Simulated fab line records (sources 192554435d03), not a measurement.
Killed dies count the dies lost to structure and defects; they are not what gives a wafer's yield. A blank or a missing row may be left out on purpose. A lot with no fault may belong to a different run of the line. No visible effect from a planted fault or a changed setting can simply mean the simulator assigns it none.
Matching of chambers + flow n5 finfet + N5_BEOL_M0_SAQP_PECVD_04 on pecvd-01: 3 sister chambers
The step deposits a-Si from SiH4/He, target thk 60 nm, time 60.2 s. 6 wafers are shown with their chamber, then 8 later ones without.

## WAFERS PAIRED WITH THEIR CHAMBERS
| wafer  | chamber | showerhead plenum p Torr (Torr) | throttle valve pct (%) |
|--------|---------|---------------------------------|------------------------|
| L081.4 | 2       | 5.63                            | 18.4                   |
| L082.4 | 2       | 5.63                            | 18.3                   |
| L085.2 | 0       | 5.53                            | 18.4                   |
| L085.3 | 1       | 5.60                            | 17.8                   |
| L085.6 | 1       | 5.60                            | 17.6                   |
| L086.4 | 0       | 5.52                            | 18.3                   |

## WAFERS WITHOUT THEIR CHAMBER
| wafer  | showerhead plenum p Torr (Torr) | throttle valve pct (%) |
|--------|---------------------------------|------------------------|
| L086.5 | 5.62                            | 18.4                   |
| L086.6 | 5.58                            | 17.8                   |
| L090.1 | 5.58                            | 17.6                   |
| L090.3 | 5.53                            | 18.5                   |
| L090.6 | 5.52                            | 18.4                   |
| L097.1 | 5.53                            | 18.4                   |
| L097.2 | 5.58                            | 17.8                   |
| L097.5 | 5.59                            | 17.8                   |

## WHICH CHAMBER EACH ONE RAN IN
| wafer  | from the rows above | in truth |
|--------|---------------------|----------|
| L086.5 | 2                   | 2        |
| L086.6 | 1                   | 1        |
| L090.1 | 1                   | 1        |
| L090.3 | 0                   | 0        |
| L090.6 | 0                   | 0        |
| L097.1 | 0                   | 0        |
| L097.2 | 1                   | 1        |
| L097.5 | 1                   | 1        |
Placed correctly: 8 of 8. From these rows, 0 cannot be placed. Placed wrongly: 0.
How it was worked out, from the rows above alone: a wafer's distance from a chamber is the root of the sum, over the readings, of the square of ((its reading less the chamber's mean) divided by the reading's scatter). If the next closest chamber is less than 2 further off than the closest, the wafer can't be placed; otherwise it belongs to the closest. The mean given for a chamber averages the wafers shown for that chamber. The scatter: take each reading less its chamber's mean, square it, sum over the shown wafers, divide by the number of wafers less the number of chambers, and take the root.
